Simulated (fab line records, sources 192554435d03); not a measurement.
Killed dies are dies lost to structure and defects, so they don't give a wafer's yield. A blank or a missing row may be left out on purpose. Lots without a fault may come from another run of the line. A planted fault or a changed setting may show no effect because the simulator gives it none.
fab line records | flow n5_finfet
record lots=12 wafers=29 last_day=17
route steps=1938 shown BEOL_M1@799 BEOL_M4@1111
lots that met no fault: from a run of the same line without faults
start_h: hours from the record's first day to the start of the lot's first wafer shown | wait_h: hours since the lot's step before | " the same as in the row above | L1.1+2: a row that stands for several wafers | - no value, or no start given | * or withheld: withheld | < > ~ a bound
route shown NAME@n: a module of which the file shows steps, and the number in the route of the first | usual: mean/standard deviation of fault-free wafers | same: alike in all rows | chamber/n: place in a boat | sites: the reading at each site | _std_site: their standard deviation | _edge_site: outer sites' mean less inner sites' | radius_mm: how far each site lies from the wafer's centre | mask NAME#n: copy n | behind: the tool/chamber that last shaped the wafer | hold: why the lot was held/for how many hours/how that ended | device: the transistor (n, p or np) that didn't switch | end of line: the same wafers' tests at the end of the route | a step without rows: its recipe alone | killed: dies lost to structure and defects at the first sort, not the wafer's yield | map: a wafer's dies, x killed, . not, _ none there
set.NAME: the setting as run; set.NAME@STEP: as run at that earlier step | model.NAME: the simulator's own value behind a step, which no gauge read
steps of the route over a sample of lots; a table a step, a row a wafer
services: from which hour (start_h, from the record's first day; less than 0 if before it) a tool's chamber was out of use, for how many hours, and why
## steps
# step N5_BEOL_M1_STRIP_36
# recipe chemistry=N2/H2 power_w=450 temp_c=40 pressure_mtorr=20 rf_frequency_hz=6e+07 overash_fraction=0.3 bias_power_w=7 h2_frac=0.5 n2_flow_sccm=200 h2_flow_sccm=200
# usual bias_power_w=7.000/0.022 drypump_motor_current_A=5.5/0.35 oes_product_au=0.76/0.09 rf_vpp_V=59.2/1.6 showerhead_plenum_p_Torr=2.55/0.073 temp_c=39.99/0.11 throttle_valve_pct=23.7/0.35
# columns lot.wafer tool chamber start_h wait_h bias_power_w drypump_motor_current_A oes_product_au rf_hours_counter_h rf_vpp_V showerhead_plenum_p_Torr temp_c throttle_valve_pct
L641.4 rie_diel-01 1 132.42 0.0 7.002 5.5 0.76 144 61.7 2.64 39.96 23.6
L641.6 " 0 " " 7.002 5.3 0.93 - 61.1 2.57 40.05 23.6
L640.1 rie_diel-01 2 135.45 0.0 6.993 5.9 0.71 198 59.1 2.52 40.01 24.1
L640.4 " 0 " " 6.995 5.3 0.92 21 60.3 2.57 40.01 23.6
L643.4 rie_diel-01 2 146.06 0.0 6.962 5.9 0.73 201 60.5 2.52 39.99 24.1
L643.5 " 2 " " 7.000 5.8 0.72 - 59.1 2.52 39.88 24.1
L643.6 " 1 " " 6.997 5.5 0.75 - 59.7 2.64 40.01 23.6
L648.1 rie_diel-02 1 178.22 0.0 7.038 5.9 0.70 212 57.2 2.50 40.15 23.4
L648.3 " 2 " " 6.998 5.6 0.71 245 59.8 2.57 40.17 23.2
L648.4 " 3 " " 7.015 5.8 0.70 229 61.3 2.50 40.01 24.0
L653.3 rie_diel-02 1 211.09 0.0 6.979 5.9 0.70 220 58.3 2.50 39.91 23.4
L653.6 " 1 " " 6.996 5.9 0.70 - 59.7 2.50 39.89 23.4
L651.1 rie_diel-02 0 217.46 0.0 6.969 5.8 0.86 52 61.7 2.55 40.13 23.0
L651.3 " 2 " " 6.963 5.7 0.99 1 61.8 2.57 40.04 23.0
L651.4 " 3 " " 7.031 5.8 0.68 242 60.6 2.50 39.88 24.0
L655.3 rie_diel-06 3 230.92 0.0 7.001 4.9 0.69 235 59.2 2.38 39.89 23.8
L655.4 " 1 " " 7.006 6.0 0.70 229 59.4 2.62 39.88 24.1
L655.6 " 3 " " 6.981 4.9 0.69 - 58.7 2.38 40.01 23.7
L659.3 rie_diel-06 1 241.82 0.0 6.952 5.9 0.69 233 60.3 2.62 40.07 24.1
L659.4 " 2 " " 7.012 5.1 0.85 79 60.9 2.56 39.94 23.4
L660.2 rie_diel-06 2 246.13 0.0 7.007 5.1 0.85 80 60.7 2.56 40.07 23.4
L660.3 " 3 " " 6.939 4.9 0.68 240 58.9 2.38 40.05 23.8
L660.5 " 1 " " 7.037 6.0 0.69 - 59.7 2.62 39.86 24.1
L661.5 rie_diel-01 2 251.37 0.0 7.022 5.9 0.71 - 59.9 2.50 40.07 24.2
L661.6 " 1 " " 7.003 5.5 0.72 - 57.7 2.62 40.02 23.6
L662.5 rie_diel-02 0 260.62 0.0 6.984 5.9 0.82 - 60.2 2.55 40.07 23.0
L662.6 " 3 " " 6.993 5.8 0.99 - 56.5 2.49 39.87 23.7
L663.2 rie_diel-01 1 272.00 0.0 7.006 5.5 0.72 189 58.8 2.62 40.21 23.7
L663.5 " 1 " " 7.012 5.5 0.72 - 60.6 2.62 40.08 23.6
# step N5_BEOL_M1_OCD_MEAS_38
# usual trench_depth_nm=55.4/1.3
# columns lot.wafer tool chamber start_h wait_h trench_depth_nm
L641.4 ocd-01 - 132.62 - 54.1
L641.6 " - " " 57.8
L640.1 ocd-02 - 135.66 - 55.1
L640.4 " - " " 56.3
L643.4 ocd-02 - 146.26 - 55.6
L643.5 " - " " 55.7
L643.6 " - " " 54.6
L648.1 ocd-02 - 178.42 - 55.0
L648.3 " - " " 54.3
L648.4 " - " " 54.8
L653.3 ocd-01 - 211.29 - 54.9
L653.6 " - " " 54.1
L651.1 ocd-02 - 217.66 - 54.0
L651.3 " - " " 54.5
L651.4 " - " " 53.7
L655.3 ocd-02 - 231.13 - 54.8
L655.4 " - " " 56.2
L655.6 " - " " 55.6
L659.3 ocd-01 - 242.02 - 55.6
L659.4 " - " " 55.6
L660.2 ocd-01 - 246.32 - 56.0
L660.3 " - " " 55.7
L660.5 " - " " 56.3
L661.5 ocd-02 - 251.55 - 55.2
L661.6 " - " " 53.3
L662.5 ocd-02 - 260.80 - 54.2
L662.6 " - " " 55.5
L663.2 ocd-02 - 272.20 - 53.3
L663.5 " - " " 52.9
# step N5_BEOL_M1_SURFACE_TREAT_85
# recipe gas=Ar time_s=* ion_energy_ev=* ion_current_ma_cm2=0.5 pressure_mtorr=* ar_flow_sccm=30
# usual throttle_valve_pct=*
# columns lot.wafer tool chamber start_h wait_h throttle_valve_pct
L641.4 pvd_sputter-02 - 133.34 0.3 *
L641.6 " - " " *
L640.1 pvd_sputter-03 - 136.61 0.1 *
L640.4 " - " " *
L643.4 pvd_sputter-01 - 147.42 0.3 *
L643.5 " - " " *
L643.6 " - " " *
L648.1 pvd_sputter-01 - 179.22 0.2 *
L648.3 " - " " *
L648.4 " - " " *
L653.3 pvd_sputter-03 - 212.86 0.2 *
L653.6 " - " " *
L651.1 pvd_sputter-01 - 218.18 0.1 *
L651.3 " - " " *
L651.4 " - " " *
L655.3 pvd_sputter-01 - 231.65 0.1 *
L655.4 " - " " *
L655.6 " - " " *
L659.3 pvd_sputter-02 - 243.01 0.1 *
L659.4 " - " " *
L660.2 pvd_sputter-03 - 247.98 0.2 *
L660.3 " - " " *
L660.5 " - " " *
L661.5 pvd_sputter-02 - 252.57 0.3 *
L661.6 " - " " *
L662.5 pvd_sputter-03 - 261.89 0.2 *
L662.6 " - " " *
L663.2 pvd_sputter-01 - 273.07 0.2 *
L663.5 " - " " *
# step N5_BEOL_M1_CVD_47
# recipe material=Co target_thk_a=30 temp_c=withheld precursor=CCTBA/H2 pressure_torr=30 time_s=223.8
# usual run_length_s=246.6/0.64
# columns lot.wafer tool chamber start_h wait_h run_length_s
L641.4 cvd_co-02 0 133.47 0.1 247.1
L641.6 " 2 " " 247.3
L640.1 cvd_co-02 1 136.68 0.0 246.6
L640.4 " 0 " " 247.1
L643.4 cvd_co-02 2 147.59 0.2 247.8
L643.5 " 1 " " 245.9
L643.6 " 0 " " 247.3
L648.1 cvd_co-01 2 179.28 0.0 245.8
L648.3 " 0 " " 360.7
L648.4 " 1 " " 361.1
L653.3 cvd_co-02 1 212.99 0.1 245.9
L653.6 " 1 " " 246.4
L651.1 cvd_co-01 1 218.24 0.0 245.9
L651.3 " 2 " " 360.9
L651.4 " 2 " " 360.9
L655.3 cvd_co-02 1 231.71 0.0 246.3
L655.4 " 1 " " 246.3
L655.6 " 0 " " 247.0
L659.3 cvd_co-02 0 243.12 0.1 247.2
L659.4 " 0 " " 247.0
L660.2 cvd_co-02 0 248.10 0.1 247.7
L660.3 " 1 " " 246.3
L660.5 " 0 " " 246.9
L661.5 cvd_co-02 2 252.68 0.1 247.4
L661.6 " 0 " " 247.0
L662.5 cvd_co-02 2 262.02 0.1 247.0
L662.6 " 1 " " 246.7
L663.2 cvd_co-01 0 273.23 0.1 245.3
L663.5 " 0 " " 245.8
# step N5_BEOL_M4_RC_MEAS_101
# usual DIBL_N=36.0/2 DIBL_P=35.9/2.5 IOFF_N=0.16/0.038 IOFF_P=0.21/0.04 ION_N=675/14 ION_P=462/9.4 SS_N=71.5/0.75 SS_P=73.2/0.74 VT_N=250/3.9 VT_P=-251/3.2
# columns lot.wafer tool chamber start_h wait_h DIBL_N[mV/V] DIBL_P[mV/V] IOFF_N[nA/um] IOFF_P[nA/um] ION_N[uA/um] ION_P[uA/um] SS_N[mV/dec] SS_P[mV/dec] VT_N[mV] VT_P[mV]
L641.4 prober-01 0 164.16 0.5 35.2 35.1 0.17 0.22 691 472 70.9 73.1 244 -245
L641.6 " 0 " " 36.8 35.2 0.21 0.22 694 466 71.7 73.5 242 -246
L640.1 prober-01 0 166.62 0.0 37.7 35.8 0.20 0.20 667 455 72.2 72.8 249 -252
L640.4 " 0 " " 36.3 33.6 0.16 0.16 675 452 71.1 72.4 250 -255
L643.4 prober-01 0 182.65 0.5 36.7 37.6 0.18 0.24 670 463 72.8 73.0 249 -249
L643.5 " 0 " " 37.8 38.4 0.21 0.24 678 455 73.3 74.1 250 -249
L643.6 " 0 " " 34.0 33.3 0.13 0.16 667 459 72.2 73.1 257 -254
L648.1 prober-02 0 212.35 0.0 35.6 34.3 0.16 0.23 701 483 71.3 72.8 243 -245
L648.3 " 0 " " 34.8 33.3 0.13 0.22 683 475 69.7 72.4 248 -248
L648.4 " 0 " " 35.3 34.1 0.14 0.23 686 472 70.6 72.8 248 -247
L653.3 prober-01 0 243.21 0.3 37.8 37.0 0.22 0.23 678 454 72.3 73.3 245 -250
L653.6 " 0 " " 35.9 37.3 0.17 0.24 665 459 71.3 73.5 249 -245
L651.1 prober-02 0 249.46 0.0 33.3 33.2 0.11 0.15 661 450 71.0 72.3 254 -255
L651.3 " 0 " " 34.7 34.8 0.13 0.16 661 446 70.9 72.7 250 -254
L651.4 " 0 " " 36.6 37.3 0.16 0.19 656 446 72.3 74.1 253 -255
L655.3 prober-01 0 268.25 0.3 38.6 39.3 0.22 0.24 685 466 72.4 73.3 248 -251
L655.4 " 0 " " 38.6 39.2 0.21 0.26 683 472 72.2 73.0 248 -248
L655.6 " 0 " " 35.6 36.2 0.17 0.20 696 474 71.3 72.3 248 -249
L659.3 prober-01 0 273.98 0.3 33.9 30.5 0.13 0.16 653 444 70.8 72.2 252 -256
L659.4 " 0 " " 39.8 39.0 0.27 0.30 696 469 72.6 73.9 241 -244
L660.2 prober-01 0 276.71 0.2 36.8 37.8 0.16 0.21 685 465 71.4 73.6 250 -248
L660.3 " 0 " " 31.9 32.6 0.09 0.15 660 463 70.5 71.4 258 -256
L660.5 " 0 " " 35.9 36.6 0.15 0.20 676 468 71.2 72.9 251 -251
L661.5 prober-01 0 296.35 0.6 36.6 36.4 0.14 0.22 661 458 71.7 73.2 253 -250
L661.6 " 0 " " 37.0 37.0 0.16 0.24 672 466 71.4 73.7 249 -249
L662.5 prober-01 0 301.39 0.6 34.7 35.0 0.12 0.17 664 460 71.2 72.7 254 -253
L662.6 " 0 " " 33.0 31.9 0.11 0.15 663 464 70.9 71.9 258 -256
L663.2 prober-01 0 311.46 0.2 38.3 37.2 0.19 0.21 689 465 72.3 74.2 249 -253
L663.5 " 0 " " 39.1 37.9 0.21 0.22 679 454 73.5 73.3 246 -250
## services
# columns tool chamber start_h hours kind
rie_diel-01 0 114.37 7.6 repair
cvd_co-01 1 114.67 - clean
cvd_co-01 1 114.67 22.0 scheduled_down
cvd_co-01 1 114.67 22.0 vent_cycle
rie_diel-06 1 127.09 2.5 repair
rie_diel-06 2 139.56 7.7 repair
rie_diel-01 3 142.69 2.2 repair
pvd_sputter-02 - 166.21 1.9 repair
cvd_co-02 - 167.00 2.8 pm
rie_diel-02 1 178.83 7.1 repair
cvd_co-01 - 181.82 6.9 pm
pvd_sputter-03 - 186.93 2.6 repair
cvd_co-02 - 188.95 6.0 pm
rie_diel-02 2 196.07 - clean
rie_diel-02 2 196.07 - consumable_replace:focus_ring
cvd_co-01 - 201.31 1.5 repair
cvd_co-02 2 203.30 12.0 repair
rie_diel-01 2 220.13 3.2 repair
rie_diel-02 3 236.85 - clean
rie_diel-02 3 236.85 - consumable_replace:focus_ring
rie_diel-02 3 236.85 19.3 scheduled_down
rie_diel-02 3 236.85 19.3 vent_cycle
cvd_co-01 - 257.08 2.8 pm
rie_diel-02 3 266.56 10.3 repair
## key
first_sign step=N5_BEOL_M1_CVD_47 reading=run_length_s direction=up sigmas=99+ usual=* struck=*
effect none on later readings
met_at N5_BEOL_M1_CVD_47
struck_lots L648,L651
struck_wafers L648.3,L648.4,L651.3,L651.4
baseline_loss step=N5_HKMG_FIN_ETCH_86 wafers=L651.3
not_acting_at N5_BEOL_M1_STRIP_36,N5_BEOL_M1_OCD_MEAS_38,N5_BEOL_M1_SURFACE_TREAT_85
fault kind=process_parameter_drift tool=cvd_co-01 chamber=- onset_h=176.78 steps=N5_BEOL_M1_CVD_47 channel=time_s offset=* shape=step end_h=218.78 scope=struck_wafers_only acts_in=* stated=*
# baseline_loss: these wafers lose ten dies or more at that step, a loss of the line's own and not of a fault; the sort's usual values leave them out
